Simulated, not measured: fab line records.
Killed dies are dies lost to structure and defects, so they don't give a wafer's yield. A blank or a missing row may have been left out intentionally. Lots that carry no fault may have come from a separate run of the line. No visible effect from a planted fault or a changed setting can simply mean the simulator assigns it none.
Comparing a struck lot with a sound one / flow n5Finfet / 15 steps out of a route of 1938
Sound: these wafers, L311.1, L311.3, L311.6. The struck wafers were L313.2, L313.3, L313.5. The cause is given at the end.
At each step with rows: each side's tool, then ch and its chambers, then its first start. Under that, the readings that differ: sound wafers / struck wafers / difference of the means / sigmas: that difference in standard deviations of wafers without a fault.
alike: readings with means less than 2 such deviations apart, plus words and numbers identical on both sides. not compared: withheld readings, readings lacking a value on some wafer, bounds such as >300 that could conceal the same value, and numbers that have no deviation in the record and whose values overlap.
A row with sigmas, a row that says differs or no value, or rows on one side alone: a step with any of these is where the two part. When numbers do not overlap yet have no deviation, they are printed without sigmas and do not part them. A reading missing from all wafers of one side parts the sides only when that side holds two or more wafers.

first, 1 step without rows for these wafers: N5_BEOL_M12_STRIP_69 (strips in N2/H2).
N5_BEOL_M12_TRENCH_ETCH_34: etches SiOC in C4F8/O2/Ar, target depth 318.95 nm, time 125.5 s.
  sound on rieDiel-01 ch 1,2, day 14 04:26; struck on rieDiel-03 ch 0,1,3, day 15 10:38
  alike: C4F8_flow_sccm, drypumpMotorCurrentA, heInnerTorr, oesProductAu, rfVppV, showerheadPlenumPTorr, throttleValvePct
  not compared: rfHoursCounterH
then, 1 step without rows for these wafers: N5_BEOL_M12_STRIP_70 (strips in C4F8/O2/Ar).
N5_BEOL_M12_OCD_MEAS_35:
  sound: ocd-02 at day 14 04:35; struck: ocd-01 at day 15 10:47
  alike: trenchDepthNm
N5_BEOL_M12_STRIP_37: strips in N2/H2.
  sound on plasmaAsher-01 ch 0,1, day 14 04:38; struck on plasmaAsher-01 ch 0,1, day 15 10:50
  alike: drypumpMotorCurrentA, heaterPowerW, oesProductAu
  not compared: rfHoursCounterH
then, 4 steps without rows for these wafers: N5_BEOL_M12_ETCH_38 (etches SiCN in CF4/N2, target depth 68.7 nm, time 73.4 s); N5_BEOL_M12_PRECLEAN_39 (cleans in residue remover, time 60 s); N5_BEOL_M12_SRD_40 (time 30 s, dry time 30 s); N5_BEOL_M12_DEGAS_41 (time 60 s).
N5_BEOL_M12_PRE_CLEAN_42: time 30 s.
  sound: pvdSputter-03 at day 14 07:16; struck: pvdSputter-03 at day 15 13:04
  alike: heaterPowerW
N5_BEOL_M12_SPUTTER_43: material TaN, target thk 15 nm, time 24.19 s.
  sound: pvdSputter-03 at day 14 07:18; struck: pvdSputter-03 at day 15 13:06
  alike: cathodeDcPowerW, substrateTempC, throttleValvePct
N5_BEOL_M12_SPUTTER_44: material Ta, target thk 10 nm, time 16.13 s.
  sound: pvdSputter-03 at day 14 07:23; struck: pvdSputter-03 at day 15 13:11
  alike: cathodeDcPowerW, substrateTempC, throttleValvePct
N5_BEOL_M12_SPUTTER_45: material Cu, target thk 80 nm, time 13.33 s.
  sound: pvdSputter-03 at day 14 07:28; struck: pvdSputter-03 at day 15 13:16
reading=cathodeDcPowerW (W); sound=25998 25993 25996; struck=29960 29961 29953; difference=+3962; sigmas=+99 or more
  alike: substrateTempC, throttleValvePct
then, 1 step without rows for these wafers: N5_BEOL_M12_ECD_47 (material Cu, target thk 720 nm).
N5_PASSIVATION_PROBE_49:
  the record has rows for the sound wafers here (prober-02, day 15 14:56) and none for the struck ones

== WHERE THEY PART ==
Last at N5_PASSIVATION_PROBE_49 as far as this record goes, first at N5_BEOL_M12_SPUTTER_45.

WHY: whatever the simulator had introduced
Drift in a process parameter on pvdSputter-03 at N5_BEOL_M12_SPUTTER_45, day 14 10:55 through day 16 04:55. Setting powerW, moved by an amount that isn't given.
